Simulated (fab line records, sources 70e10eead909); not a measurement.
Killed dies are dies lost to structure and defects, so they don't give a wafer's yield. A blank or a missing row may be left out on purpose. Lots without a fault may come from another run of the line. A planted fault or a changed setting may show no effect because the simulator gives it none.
A struck lot beside a sound one | flow nand_harc | 15 steps out of a route of 1159
Sound: wafers L281.2, L281.4, L281.5. Struck: wafers L289.2, L289.3, L289.4. The cause comes at the end.
At each step with rows: each side's tool, then ch and its chambers, then its first start. Under that, the readings that differ: sound wafers | struck wafers | difference of the means | sigmas: that difference in standard deviations of wafers without a fault.
alike: readings whose means differ by less than 2 such deviations, and words and numbers that are the same on both sides. not compared: withheld readings, readings that some wafer has no value for, bounds like >300 that may hide the same value, and numbers for which the record gives no deviation and whose values overlap.
The two part at a step that has a row with sigmas, a row that says differs or no value, or rows on one side only. Numbers that don't overlap but have no deviation are shown without sigmas and don't part them. A reading that every wafer of one side lacks parts them only if that side has two wafers or more.

first, 7 steps without rows for these wafers: NHARC_P_M2_COAT_34 (time 65 s); NHARC_P_M2_COAT_03 (resist thk 90 nm); NHARC_P_M2_SOFTBAKE_04 (time 55 s); NHARC_P_M2_EBR_05; NHARC_P_M2_EXPOSE_06 (exposes mask P M2, target cd 170 nm); NHARC_P_M2_PEB_07 (peb time 65 s); NHARC_P_M2_DEVELOP_08 (develop time 35 s).
NHARC_P_M2_CD_MEAS_09: target cd 170 nm.
  sound on cd_sem-02 ch 0, day 8 05:56; struck on cd_sem-02 ch 0, day 10 06:34
  alike: cd_nm
NHARC_P_M2_OVL_MEAS_10: pitch 340 nm.
  sound on overlay-02, day 8 06:01; struck on overlay-01, day 10 06:40
  alike: overlay_x_nm, overlay_y_nm
NHARC_P_M2_INSPECT_11:
  sound on defect_inspect-02, day 8 06:03; struck on defect_inspect-01, day 10 06:43
  alike: raw_defect_count
NHARC_P_M2_DESCUM_14: chemistry O2, time 3 s.
  sound on rie_diel-02 ch 0,2,3, day 8 06:08; struck on rie_diel-02 ch 0,1,3, day 10 06:46
  reading               | sound             | struck            | difference | sigmas
  oes_product_au (a.u.) | 0.994 1.004 0.986 | 1.013 1.007 1.007 | +0.014     | +2
  alike: chamber_pressure_mTorr, drypump_motor_current_A, rf_vpp_V, showerhead_plenum_p_Torr, throttle_valve_pct
  not compared: rf_hours_counter_h
NHARC_P_M2_ETCH_35: etches the open film in N2/H2, target depth 40 nm, overetch 12 nm, time 43.94 s.
  sound on rie_diel-02 ch 0,2, day 8 06:12; struck on rie_diel-02 ch 0,1,2, day 10 06:52
  reading               | sound             | struck            | difference | sigmas
  oes_product_au (a.u.) | 1.006 1.007 1.011 | 0.987 1.003 0.994 | -0.013     | -2
  alike: bias_w, chamber_pressure_mTorr, drypump_motor_current_A, n2_flow_sccm, rf_vpp_V, showerhead_plenum_p_Torr, throttle_valve_pct
  not compared: rf_hours_counter_h
NHARC_P_M2_ETCH_15: etches the open film in C4F8/Ar, target depth 182.5 nm, time 91.2 s.
  sound on rie_diel-02 ch 2,3, day 8 06:17; struck on rie_diel-02 ch 0,2,3, day 10 06:59
  no value came back on the struck wafers for bias_w (W), chamber_pressure_mTorr (mTorr), oes_product_au (a.u.), rf_vpp_V (V); on the sound wafers bias_w (W) reads 299.6 297.8 299.3
  not compared: rf_hours_counter_h
NHARC_P_M2_CD_MEAS_16:
  sound on cd_sem-01, day 8 06:25; struck on cd_sem-03, day 10 07:06
  alike: cd_nm
-- the record jumps here: 14 days lie between the struck wafers' starts before and after (it left off in module P_M2 and takes up again in module END, whose first step shown is number 1159 of the route) --
NHARC_END_SORT_01:
  sound on prober-01 ch 0, day 21 03:08; struck on prober-02 ch 0, day 23 22:04
  reading                  | sound          | struck         | difference | sigmas
  defect_limited_yield (%) | 94.7 93.2 91.3 | 0 0 0          | -93        | -55
  killed_at_periphery      | 2 2 2          | 639 644 640    | +639       | +99 or more
  killed_dies              | 36 46 59       | 677 677 677    | +630       | +52
  sort_bin_2_pct (%)       | 1.2 2.4 2.4    | 95.7 96.2 95.9 | +93.9      | +99 or more
  sort_n_pass              | 641 631 618    | 0 0 0          | -630       | -52
  sort_rim_yield_pct (%)   | 99.1 96.2 96.2 | 0 0 0          | -97        | -65
  sort_yield_pct (%)       | 94.7 93.2 91.3 | 0 0 0          | -93        | -55
  alike: killed_at_array, killed_at_other, killed_open, killed_short, sort_bin_3_pct, sort_bin_4_pct

WHERE THEY PART
First at NHARC_P_M2_DESCUM_14; last, within this record, at NHARC_END_SORT_01.

WHY: what the simulator had put in
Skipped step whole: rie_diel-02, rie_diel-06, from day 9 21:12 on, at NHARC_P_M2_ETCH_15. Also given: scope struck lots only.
